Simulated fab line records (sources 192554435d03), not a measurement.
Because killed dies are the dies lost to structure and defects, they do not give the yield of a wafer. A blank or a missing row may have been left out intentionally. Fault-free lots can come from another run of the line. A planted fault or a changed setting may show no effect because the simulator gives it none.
fab line records ; flow n5Finfet ; part 1 of 2: steps 1 to 30 of 43
record lots=5; wafers=15; lastDay=17
route steps=1938 shown STI_FIN_REVEAL@192 DUMMY_GATE@212
lots that met no fault: from a run of the same line without faults
startH: start of the lot's first displayed wafer, in hours after the record's first day ; waitH: time in hours since the lot's previous step ; " repeats the value in the row above ; L1.1+2: several wafers, shown together as one row ; - no value, or no start was given ; * or withheld: withheld ; < > ~ a bound
route shown NAME@n: names a module that has steps shown in the file, with the first one's number in the route ; usual: mean and standard deviation over wafers with no fault ; same: alike in all rows ; chamber/n: place in a boat ; sites: the reading at each site ; _std_site: standard deviation of those values ; _edge_site: mean of outer sites minus mean of inner sites ; radiusMm: how far each site lies from the wafer's centre ; mask NAME#n: copy n ; behind: the last tool/chamber to shape the wafer ; hold: what put the lot on hold/how long, in hours/how the hold closed ; device: which transistor (n, p or np) failed to switch ; end of line: the same wafers' tests at the end of the route ; a step with no rows: only its recipe ; killed: at the first sort, the dies lost to defects and structure; wafer yield is something else ; map: a wafer's dies, marking killed ones x, the rest . and places with no die _
set.NAME: the setting that was run; set.NAME@STEP: the one run at that earlier step ; model.NAME: the simulator's own value behind a step, which no gauge read
certain route steps with their lots: each step a table, each wafer a row
services: the hour from which a tool's chamber was out of use, counted from the record's first day as startH (under 0 if before that day), plus the number of hours and why
## steps
# step N5_STI_FIN_REVEAL_PRECLEAN_25
# recipe chemistry=SPM; timeS=90; tempC=120; mix=4:1
lot.wafer;tool;chamber;startH;waitH
L080.1+4+5;wetBench-02;3,0,1;69.81;0.1
L081.1+3+4;wetBench-02;6,5,4;75.95;0.1
L082.2+5+6;wetBench-02;4,7,0;81.11;0.1
L088.2+3+4;wetBench-01;4,3,6;122.49;0.1
L095.1+2+3;wetBench-01;6,0,7;160.16;0.1
# step N5_STI_FIN_REVEAL_PRECLEAN_26
# recipe chemistry=SC1; timeS=45; tempC=46; mix=1:2:100
# usual h2o2FlowMLMin=29.13/0.1
lot.wafer;tool;chamber;startH;waitH;h2o2FlowMLMin
L080.1;wetBench-02;3;69.84;0.0;29.20
L080.4;wetBench-02;0;69.84;0.0;29.11
L080.5;wetBench-02;1;69.84;0.0;29.13
L081.1;wetBench-02;6;75.98;0.0;29.17
L081.3;wetBench-02;5;75.98;0.0;29.13
L081.4;wetBench-02;4;75.98;0.0;29.10
L082.2;wetBench-02;4;81.13;0.0;29.07
L082.5;wetBench-02;7;81.13;0.0;29.08
L082.6;wetBench-02;0;81.13;0.0;29.09
L088.2;wetBench-01;4;122.52;0.0;29.19
L088.3;wetBench-01;3;122.52;0.0;29.20
L088.4;wetBench-01;6;122.52;0.0;29.32
L095.1;wetBench-01;6;160.21;0.0;29.05
L095.2;wetBench-01;0;160.21;0.0;29.07
L095.3;wetBench-01;7;160.21;0.0;29.20
# step N5_STI_FIN_REVEAL_PRECLEAN_29
# recipe chemistry=DHF; timeS=30; tempC=25; dilution=300:1
lot.wafer;tool;chamber;startH;waitH
L080.1+4+5;wetBench-02;3,0,1;69.86;0.0
L081.1+3+4;wetBench-02;6,5,4;76.00;0.0
L082.2+5+6;wetBench-02;4,7,0;81.15;0.0
L088.2+3+4;wetBench-01;4,3,6;122.53;0.0
L095.1+2+3;wetBench-01;6,0,7;160.24;0.0
# step N5_STI_FIN_REVEAL_SRD_12
# recipe timeS=30; tempC=23; rinseLiquid=diw; dry=ipaMarangoni
lot.wafer;tool;chamber;startH;waitH
L080.1+4+5;wetBench-02;3,0,1;69.87;0.0
L081.1+3+4;wetBench-02;6,5,4;76.00;0.0
L082.2+5+6;wetBench-02;4,7,0;81.15;0.0
L088.2+3+4;wetBench-01;4,3,6;122.54;0.0
L095.1+2+3;wetBench-01;6,0,7;160.25;0.0
# step N5_STI_FIN_REVEAL_RECESS_09
# recipe chemistry=HF/NH3; target=SiO2; afsCycles=11; targetDepthA=425; tempC=30; sublimationTempC=180; sublimationTimeS=60
# usual drypumpMotorCurrentA=5.58/0.28
lot.wafer;tool;chamber;startH;waitH;drypumpMotorCurrentA
L080.1;vaporEtch-02;0;69.91;0.0;5.91
L080.4;vaporEtch-02;1;69.91;0.0;5.17
L080.5;vaporEtch-02;0;69.91;0.0;5.88
L081.1;vaporEtch-02;0;76.05;0.0;5.87
L081.3;vaporEtch-02;1;76.05;0.0;5.17
L081.4;vaporEtch-02;0;76.05;0.0;5.88
L082.2;vaporEtch-01;0;81.20;0.0;5.58
L082.5;vaporEtch-01;1;82.26;1.1;5.70
L082.6;vaporEtch-01;0;82.26;1.1;5.57
L088.2;vaporEtch-01;0;122.59;0.0;5.58
L088.3;vaporEtch-01;1;122.59;0.0;5.73
L088.4;vaporEtch-01;0;122.59;0.0;5.58
L095.1;vaporEtch-01;1;160.32;0.0;5.71
L095.2;vaporEtch-01;0;160.32;0.0;5.57
L095.3;vaporEtch-01;0;160.32;0.0;5.58
# step N5_STI_FIN_REVEAL_STRIP_16
# recipe chemistry=H3PO4; material=SiNx; tempC=165; targetDepthA=238; overetchFraction=0.4964; dry=ipaMarangoni
lot.wafer;tool;chamber;startH;waitH
L080.1+4+5;wetBench-05;5,6,1;71.54;1.1
L081.1+3+4;wetBench-02;4,6,5;77.66;1.1
L082.2+5+6;wetBench-01;2,3,0;82.82;1.1
L088.2+3+4;wetBench-01;1,3,0;124.20;1.1
L095.1+2+3;wetBench-05;1,5,2;161.93;1.1
# step N5_STI_FIN_REVEAL_PRECLEAN_17
# recipe chemistry=NF3:NH3; afsCycles=1; tempC=30; timeS=20; sublimationTempC=180; sublimationTimeS=60; pressureTorr=3; rfPowerW=30
lot.wafer;tool;chamber;startH;waitH
L080.1+4+5;remotePlasma-01;0;71.81;0.0
L081.1+3+4;remotePlasma-01;0;77.94;0.0
L082.2+5+6;remotePlasma-02;1;83.12;0.1
L088.2+3+4;remotePlasma-01;1;124.50;0.1
L095.1+2+3;remotePlasma-02;0;162.20;0.0
# step N5_STI_FIN_REVEAL_ETCH_34
# recipe chemistry=H2; mode=isotropic; material=Si; target=Si; targetDepthA=9.7; tempC=20; pressureMtorr=4.5; icpW=300; biasW=0; h2FlowSccm=7.5; heFlowSccm=142.5
# usual drypumpMotorCurrentA=5.9/0.42; oesProductAu=1.012/0.016; throttleValvePct=25.8/0.81
# same biasW=0
lot.wafer;tool;chamber;startH;waitH;drypumpMotorCurrentA;oesProductAu;rfHoursCounterH;throttleValvePct
L080.1;rieSi-03;0;72.01;0.2;6.1;0.966;103;25.8
L080.4;rieSi-03;1;72.01;0.2;5.8;1.005;95;25.0
L080.5;rieSi-03;2;72.01;0.2;6.5;1.004;-;26.8
L081.1;rieSi-04;2;78.14;0.2;5.8;1.030;99;25.7
L081.3;rieSi-04;1;78.14;0.2;6.4;1.006;48;26.8
L081.4;rieSi-04;0;78.14;0.2;5.7;1.016;67;24.8
L082.2;rieSi-04;0;83.29;0.1;5.7;1.010;67;24.8
L082.5;rieSi-04;2;83.29;0.1;5.7;1.021;-;25.7
L082.6;rieSi-04;1;83.29;0.1;6.5;0.994;-;26.7
L088.2;rieSi-05;2;124.68;0.1;5.3;1.018;196;25.9
L088.3;rieSi-05;1;124.68;0.1;5.2;1.008;122;25.0
L088.4;rieSi-05;0;124.68;0.1;5.7;1.002;1;25.8
L095.1;rieSi-04;3;162.41;0.2;5.4;1.006;98;26.7
L095.2;rieSi-04;2;162.41;0.2;5.7;1.020;100;25.7
L095.3;rieSi-04;1;162.41;0.2;6.4;1.001;49;26.7
# step N5_STI_FIN_REVEAL_OXIDATION_31
# recipe chemistry=O2_PLASMA_REMOTE; tempC=150; timeS=20; pressureMtorr=1000; sourcePowerW=2000; o2FlowSccm=3000
# usual drypumpMotorCurrentA=5.9/0.43; heaterPowerW=141/9.8; o2FlowSccm=2999/9.9
lot.wafer;tool;chamber;startH;waitH;drypumpMotorCurrentA;heaterPowerW;o2FlowSccm;rfHoursCounterH
L080.1;plasmaAsher-01;0;72.07;0.0;6.2;137;3001;33
L080.4;plasmaAsher-01;1;72.07;0.0;5.4;133;3020;-
L080.5;plasmaAsher-01;0;72.07;0.0;6.2;135;3003;-
L081.1;plasmaAsher-01;1;78.20;0.0;5.4;135;2982;33
L081.3;plasmaAsher-01;0;78.20;0.0;6.3;136;2986;-
L081.4;plasmaAsher-01;1;78.20;0.0;5.4;134;2996;-
L082.2;plasmaAsher-02;1;83.35;0.0;5.8;159;3009;90
L082.5;plasmaAsher-02;0;83.35;0.0;6.4;151;3000;-
L082.6;plasmaAsher-02;1;83.35;0.0;5.8;155;3014;-
L088.2;plasmaAsher-01;0;124.74;0.0;6.2;138;2990;41
L088.3;plasmaAsher-01;0;124.74;0.0;6.2;139;2997;-
L088.4;plasmaAsher-01;1;124.74;0.0;5.3;130;2994;-
L095.1;plasmaAsher-02;1;162.47;0.0;5.8;155;2985;104
L095.2;plasmaAsher-02;0;162.47;0.0;6.4;151;2988;104
L095.3;plasmaAsher-02;1;162.47;0.0;5.7;157;2974;-
# step N5_STI_FIN_REVEAL_PRECLEAN_32
# recipe chemistry=NF3:NH3; afsCycles=1; tempC=30; timeS=20; sublimationTempC=180; sublimationTimeS=60; pressureTorr=3; rfPowerW=30
lot.wafer;tool;chamber;startH;waitH
L080.1+4+5;remotePlasma-02;1;72.16;0.1
L081.1+3+4;remotePlasma-02;1;78.28;0.1
L082.2+5+6;remotePlasma-02;1;83.46;0.1
L088.2+3+4;remotePlasma-02;1;124.85;0.1
L095.1+2+3;remotePlasma-01;1;162.55;0.1
# step N5_STI_FIN_REVEAL_STRIP_35
# recipe chemistry=H3PO4; material=Si3N4; tempC=165; targetDepthA=40; timeS=39
lot.wafer;tool;chamber;startH;waitH
L080.1+4+5;wetBench-02;1,4,6;72.37;0.2
L081.1+3+4;wetBench-02;3,0,4;78.49;0.2
L082.2+5+6;wetBench-05;4,0,7;83.64;0.2
L088.2+3+4;wetBench-01;0,5,4;125.03;0.2
L095.1+2+3;wetBench-05;6,1,5;162.77;0.2
# step N5_STI_FIN_REVEAL_SRD_21
# recipe dry=ipaMarangoni; timeS=30; tempC=23; rinseLiquid=diw
lot.wafer;tool;chamber;startH;waitH
L080.1+4+5;wetBench-02;1,4,6;72.39;0.0
L081.1+3+4;wetBench-02;3,0,4;78.51;0.0
L082.2+5+6;wetBench-05;4,0,7;83.66;0.0
L088.2+3+4;wetBench-01;0,5,4;125.05;0.0
L095.1+2+3;wetBench-05;6,1,5;162.79;0.0
# step N5_STI_FIN_REVEAL_OXIDATION_33
# recipe chemistry=O2_PLASMA_REMOTE; tempC=150; timeS=20; pressureMtorr=1000; sourcePowerW=2000; o2FlowSccm=3000
# usual drypumpMotorCurrentA=6.0/0.39; heaterPowerW=147/9.5; o2FlowSccm=2998/9.5
lot.wafer;tool;chamber;startH;waitH;drypumpMotorCurrentA;heaterPowerW;o2FlowSccm;rfHoursCounterH
L080.1;plasmaAsher-02;1;72.43;0.0;5.7;155;2997;89
L080.4;plasmaAsher-02;1;72.43;0.0;5.8;153;2985;-
L080.5;plasmaAsher-02;1;72.43;0.0;5.8;154;2994;-
L081.1;plasmaAsher-02;1;78.55;0.0;5.7;161;2988;89
L081.3;plasmaAsher-02;1;78.55;0.0;5.7;155;3000;-
L081.4;plasmaAsher-02;0;78.55;0.0;6.4;149;2995;-
L082.2;plasmaAsher-02;0;83.70;0.0;6.4;150;3011;90
L082.5;plasmaAsher-02;1;83.70;0.0;5.8;154;3011;-
L082.6;plasmaAsher-02;0;83.70;0.0;6.4;147;3017;-
L088.2;plasmaAsher-01;1;125.09;0.0;5.4;131;3003;41
L088.3;plasmaAsher-01;1;125.09;0.0;5.4;131;3002;-
L088.4;plasmaAsher-01;0;125.09;0.0;6.3;138;2991;-
L095.1;plasmaAsher-01;1;162.83;0.0;5.3;132;2998;50
L095.2;plasmaAsher-01;0;162.83;0.0;6.3;137;2992;50
L095.3;plasmaAsher-01;0;162.83;0.0;6.3;135;2998;-
# step N5_STI_FIN_REVEAL_CLEAN_19
# recipe chemistry=O3/DIW; tempC=25; timeS=120; o3Ppm=10
lot.wafer;tool;chamber;startH;waitH
L080.1+4+5;wetBench-05;3,4,2;72.52;0.1
L081.1+3+4;wetBench-05;3,5,7;78.64;0.1
L082.2+5+6;wetBench-05;6,0,5;83.79;0.1
L088.2+3+4;wetBench-02;5,2,7;125.18;0.1
L095.1+2+3;wetBench-05;3,0,5;162.92;0.1
# step N5_STI_FIN_REVEAL_SRD_23
# recipe dry=ipaMarangoni; timeS=30; tempC=23; rinseLiquid=diw
lot.wafer;tool;chamber;startH;waitH
L080.1+4+5;wetBench-05;3,4,2;72.55;0.0
L081.1+3+4;wetBench-05;3,5,7;78.68;0.0
L082.2+5+6;wetBench-05;6,0,5;83.83;0.0
L088.2+3+4;wetBench-02;5,2,7;125.22;0.0
L095.1+2+3;wetBench-05;3,0,5;162.96;0.0
# step N5_STI_FIN_REVEAL_CD_MEAS_22
# recipe targetCdNm=6.238; pitchNm=28; polarity=line
# usual cdNm=6.28/0.27
lot.wafer;tool;chamber;startH;waitH;cdNm
L080.1;cdSem-01;-;72.59;0.0;6.42
L080.4;cdSem-01;-;72.59;0.0;6.15
L080.5;cdSem-01;-;72.59;0.0;6.58
L081.1;cdSem-03;-;78.72;0.0;6.07
L081.3;cdSem-03;-;78.72;0.0;6.49
L081.4;cdSem-03;-;78.72;0.0;6.81
L082.2;cdSem-02;-;83.87;0.0;6.73
L082.5;cdSem-02;-;83.87;0.0;6.75
L082.6;cdSem-02;-;83.87;0.0;5.86
L088.2;cdSem-02;-;125.26;0.0;6.36
L088.3;cdSem-02;-;125.26;0.0;5.78
L088.4;cdSem-02;-;125.26;0.0;6.11
L095.1;cdSem-01;-;163.00;0.0;6.31
L095.2;cdSem-01;-;163.00;0.0;5.91
L095.3;cdSem-01;-;163.00;0.0;5.97
# step N5_STI_FIN_REVEAL_FIN_H_MEAS_10
# usual trenchDepthNm=51.9/0.96
lot.wafer;tool;chamber;startH;waitH;trenchDepthNm
L080.1;ocd-01;-;72.62;0.0;52.0
L080.4;ocd-01;-;72.62;0.0;52.0
L080.5;ocd-01;-;72.62;0.0;52.6
L081.1;ocd-02;-;78.75;0.0;52.5
L081.3;ocd-02;-;78.75;0.0;51.6
L081.4;ocd-02;-;78.75;0.0;52.6
L082.2;ocd-01;-;83.90;0.0;51.7
L082.5;ocd-01;-;83.90;0.0;53.5
L082.6;ocd-01;-;83.90;0.0;52.8
L088.2;ocd-01;-;125.29;0.0;53.0
L088.3;ocd-01;-;125.29;0.0;52.6
L088.4;ocd-01;-;125.29;0.0;52.4
L095.1;ocd-01;-;163.03;0.0;53.3
L095.2;ocd-01;-;163.03;0.0;52.1
L095.3;ocd-01;-;163.03;0.0;50.8
# step N5_STI_FIN_REVEAL_PRECLEAN_18
# recipe chemistry=SC2; timeS=45; tempC=35; mix=1:1:50
lot.wafer;tool;chamber;startH;waitH
L080.1+4+5;wetBench-02;2,5,3;72.66;0.0
L081.1+3+4;wetBench-02;1,3,2;78.78;0.0
L082.2+5+6;wetBench-05;7,6,3;83.93;0.0
L088.2+3+4;wetBench-05;7,3,5;125.32;0.0
L095.1+2+3;wetBench-02;1,3,4;163.06;0.0
# step N5_STI_FIN_REVEAL_SRD_28
# recipe dry=ipaMarangoni; timeS=30; tempC=23; rinseLiquid=diw
lot.wafer;tool;chamber;startH;waitH
L080.1+4+5;wetBench-02;2,5,3;72.67;0.0
L081.1+3+4;wetBench-02;1,3,2;78.79;0.0
L082.2+5+6;wetBench-05;7,6,3;83.94;0.0
L088.2+3+4;wetBench-05;7,3,5;125.35;0.0
L095.1+2+3;wetBench-02;1,3,4;163.07;0.0
# step N5_STI_FIN_REVEAL_INSPECT_13
# recipe inspectInstrument=darkfield; mode=postClean
# usual rawDefectCount=12/4.6
lot.wafer;tool;chamber;startH;waitH;rawDefectCount
L080.1;defectInspect-01;-;72.71;0.0;5
L080.4;defectInspect-01;-;72.71;0.0;6
L080.5;defectInspect-01;-;72.71;0.0;10
L081.1;defectInspect-02;-;78.83;0.0;7
L081.3;defectInspect-02;-;78.83;0.0;8
L081.4;defectInspect-02;-;78.83;0.0;5
L082.2;defectInspect-01;-;83.98;0.0;19
L082.5;defectInspect-01;-;83.98;0.0;8
L082.6;defectInspect-01;-;83.98;0.0;19
L088.2;defectInspect-01;-;125.41;0.0;16
L088.3;defectInspect-01;-;125.41;0.0;14
L088.4;defectInspect-01;-;125.41;0.0;18
L095.1;defectInspect-01;-;163.11;0.0;14
L095.2;defectInspect-01;-;163.11;0.0;12
L095.3;defectInspect-01;-;163.11;0.0;9
# step N5_DUMMY_GATE_PRECLEAN_00
# recipe chemistry=O3/DIW; timeS=60; tempC=22; o3Ppm=10
lot.wafer;tool;chamber;startH;waitH
L080.1+4+5;wetBench-06;1,5,3;72.74;0.0
L081.1+3+4;wetBench-04;5,2,6;78.86;0.0
L082.2+5+6;wetBench-04;6,3,4;84.01;0.0
L088.2+3+4;wetBench-04;1,0,6;125.44;0.0
L095.1+2+3;wetBench-03;7,2,5;163.14;0.0
# step N5_DUMMY_GATE_SRD_01
# recipe timeS=30; tempC=23; rinseLiquid=diw; dry=ipaMarangoni
lot.wafer;tool;chamber;startH;waitH
L080.1+4+5;wetBench-06;1,5,3;72.76;0.0
L081.1+3+4;wetBench-04;5,2,6;78.88;0.0
L082.2+5+6;wetBench-04;6,3,4;84.03;0.0
L088.2+3+4;wetBench-04;1,0,6;125.46;0.0
L095.1+2+3;wetBench-03;7,2,5;163.16;0.0
# step N5_DUMMY_GATE_ALD_02
# recipe material=SiO2; targetThkA=20; tempC=300; aldPrecursorFamily=BDEAS; aldCoReactant=O2-plasma; pulseTimeS=1; pressureTorr=2
# usual heaterPowerW=475/50; precursorPulseHeightRel=1.002/0.021
lot.wafer;tool;chamber;startH;waitH;heaterPowerW;precursorPulseHeightRel
L080.1;aldSin-04;2;73.30;0.5;487;0.988
L080.4;aldSin-04;3;73.30;0.5;480;0.993
L080.5;aldSin-04;0;73.30;0.5;426;1.046
L081.1;aldSin-04;0;79.70;0.8;432;0.973
L081.3;aldSin-04;1;79.70;0.8;408;1.018
L081.4;aldSin-04;3;79.70;0.8;486;1.005
L082.2;aldSin-02;0;84.08;0.0;509;0.990
L082.5;aldSin-02;3;84.08;0.0;481;0.999
L082.6;aldSin-02;0;84.08;0.0;508;1.022
L088.2;aldSin-02;2;125.50;0.0;577;0.965
L088.3;aldSin-02;1;125.50;0.0;434;1.030
L088.4;aldSin-02;2;125.50;0.0;578;1.014
L095.1;aldSin-04;2;163.21;0.0;485;0.999
L095.2;aldSin-04;3;163.21;0.0;476;1.002
L095.3;aldSin-04;0;163.21;0.0;415;1.021
# step N5_DUMMY_GATE_CVD_03
# recipe material=a-Si; targetThkA=1500; tempC=530; precursor=SiH4; timeS=8042
# usual spikeTcCentreC=530.4/0.72
lot.wafer;tool;chamber;startH;waitH;spikeTcCentreC
L080.1;lpcvd-02;0/15;73.40;0.1;530.6
L080.4;lpcvd-02;0/29;73.40;0.1;530.6
L080.5;lpcvd-02;0/34;73.40;0.1;530.6
L081.1;lpcvd-02;1/90;79.82;0.1;531.3
L081.3;lpcvd-02;1/100;79.82;0.1;531.3
L081.4;lpcvd-02;1/104;79.82;0.1;531.3
L082.2;lpcvd-02;1/95;84.18;0.1;530.3
L082.5;lpcvd-02;1/109;84.18;0.1;530.3
L082.6;lpcvd-02;1/114;84.18;0.1;530.3
L088.2;lpcvd-02;1/95;129.54;4.0;530.9
L088.3;lpcvd-02;1/100;129.54;4.0;530.9
L088.4;lpcvd-02;1/104;129.54;4.0;530.9
L095.1;lpcvd-01;0/65;163.31;0.1;530.0
L095.2;lpcvd-01;0/70;163.31;0.1;530.0
L095.3;lpcvd-01;0/75;163.31;0.1;530.0
# step N5_DUMMY_GATE_PRECLEAN_46
# recipe chemistry=DIW; timeS=89.5; tempC=23
lot.wafer;tool;chamber;startH;waitH
L080.1+4+5;wetBench-06;4,3,1;77.08;0.0
L081.1+3+4;wetBench-03;6,3,7;83.50;0.0
L082.2+5+6;wetBench-03;4,3,6;87.87;0.0
L088.2+3+4;wetBench-06;4,0,1;133.23;0.0
L095.1+2+3;wetBench-03;0,2,3;166.99;0.0
# step N5_DUMMY_GATE_SRD_47
# recipe dryTimeS=32; dry=n2Spin; spinRpm=1500
lot.wafer;tool;chamber;startH;waitH
L080.1+4+5;wetBench-06;4,3,1;77.11;0.0
L081.1+3+4;wetBench-03;6,3,7;83.52;0.0
L082.2+5+6;wetBench-03;4,3,6;87.90;0.0
L088.2+3+4;wetBench-06;4,0,1;133.26;0.0
L095.1+2+3;wetBench-03;0,2,3;167.02;0.0
# step N5_DUMMY_GATE_CMP_04
# recipe material=a-Si; postCmpClean=alkalineBrush
# usual motorCurrentA=10.1/1.1; slurryFlowMlMin=150.0/0.47; timeToEndpointS=15/3.5
lot.wafer;tool;chamber;startH;waitH;motorCurrentA;slurryFlowMlMin;timeToEndpointS
L080.4;cmp-03;0;77.20;0.1;12.8;150.5;16
L080.1;cmp-03;1;77.20;0.1;8.8;150.2;24
L080.5;cmp-03;2;77.20;0.1;9.4;149.6;16
L081.4;cmp-03;0;83.55;0.0;12.6;149.8;14
L081.1;cmp-03;1;83.55;0.0;9.4;149.8;22
L081.3;cmp-03;2;83.55;0.0;9.7;150.1;14
L082.2;cmp-02;2;88.02;0.1;10.0;150.3;17
L082.6;cmp-02;0;88.02;0.1;9.5;150.2;15
L082.5;cmp-02;1;88.02;0.1;8.9;149.7;9
L088.2;cmp-03;3;133.29;0.0;9.6;150.8;14
L088.3;cmp-03;0;133.29;0.0;12.8;150.2;14
L088.4;cmp-03;1;133.29;0.0;8.9;150.6;20
L095.2;cmp-03;0;167.08;0.1;12.8;150.0;15
L095.1;cmp-03;1;167.08;0.1;9.1;150.1;21
L095.3;cmp-03;2;167.08;0.1;9.6;150.0;18
# step N5_DUMMY_GATE_THK_MEAS_05
# usual thkNm=72.4/1.7
lot.wafer;tool;chamber;startH;waitH;thkNm
L080.1;filmMetro-02;-;77.38;0.1;75.1
L080.4;filmMetro-02;-;77.38;0.1;71.5
L080.5;filmMetro-02;-;77.38;0.1;72.3
L081.1;filmMetro-02;-;83.80;0.2;75.2
L081.3;filmMetro-02;-;83.80;0.2;73.3
L081.4;filmMetro-02;-;83.80;0.2;72.6
L082.2;filmMetro-01;-;88.21;0.1;74.6
L082.5;filmMetro-01;-;88.21;0.1;71.9
L082.6;filmMetro-01;-;88.21;0.1;74.1
L088.2;filmMetro-02;-;133.53;0.2;71.4
L088.3;filmMetro-02;-;133.53;0.2;71.9
L088.4;filmMetro-02;-;133.53;0.2;74.7
L095.1;filmMetro-02;-;167.29;0.1;73.5
L095.2;filmMetro-02;-;167.29;0.1;70.1
L095.3;filmMetro-02;-;167.29;0.1;70.4
# step N5_DUMMY_GATE_HM_DEP_06
# recipe material=SiNx; targetThkA=800; precursor=DCS/NH3; tempC=700; pressureMtorr=300; timeS=5141
# usual spikeTcCentreC=699.9/0.77
lot.wafer;tool;chamber;startH;waitH;spikeTcCentreC
L080.1;lpcvd-01;1/40;77.41;0.0;698.8
L080.4;lpcvd-01;1/54;77.41;0.0;698.8
L080.5;lpcvd-01;1/59;77.41;0.0;698.8
L081.1;lpcvd-01;1/65;83.82;0.0;698.9
L081.3;lpcvd-01;1/75;83.82;0.0;698.9
L081.4;lpcvd-01;1/79;83.82;0.0;698.9
L082.2;lpcvd-01;0/45;88.23;0.0;700.6
L082.5;lpcvd-01;0/59;88.23;0.0;700.6
L082.6;lpcvd-01;0/64;88.23;0.0;700.6
L088.2;lpcvd-02;0/70;138.67;5.1;700.0
L088.3;lpcvd-02;0/75;138.67;5.1;700.0
L088.4;lpcvd-02;0/79;138.67;5.1;700.0
L095.1;lpcvd-02;1/90;167.32;0.0;700.0
L095.2;lpcvd-02;1/95;167.32;0.0;700.0
L095.3;lpcvd-02;1/100;167.32;0.0;700.0
# step N5_DUMMY_GATE_PECVD_30
# recipe material=SiO2; targetThkA=550; tempC=400; precursor=TEOS/O2; pressureTorr=6.5; rfW=withheld; teosFlowSccm=withheld; gas=O2; flowSccm=2650; timeS=10.8
lot.wafer;tool;chamber;startH;waitH
L080.1+4+5;pecvd-01;2,1,0;81.36;0.0
L081.1+3+4;pecvd-03;2,1,1;87.76;0.0
L082.2+5+6;pecvd-01;0,0,1;92.19;0.0
L088.2+3+4;pecvd-01;1,0,2;142.63;0.0
L095.1+2+3;pecvd-01;0,1,2;171.26;0.0
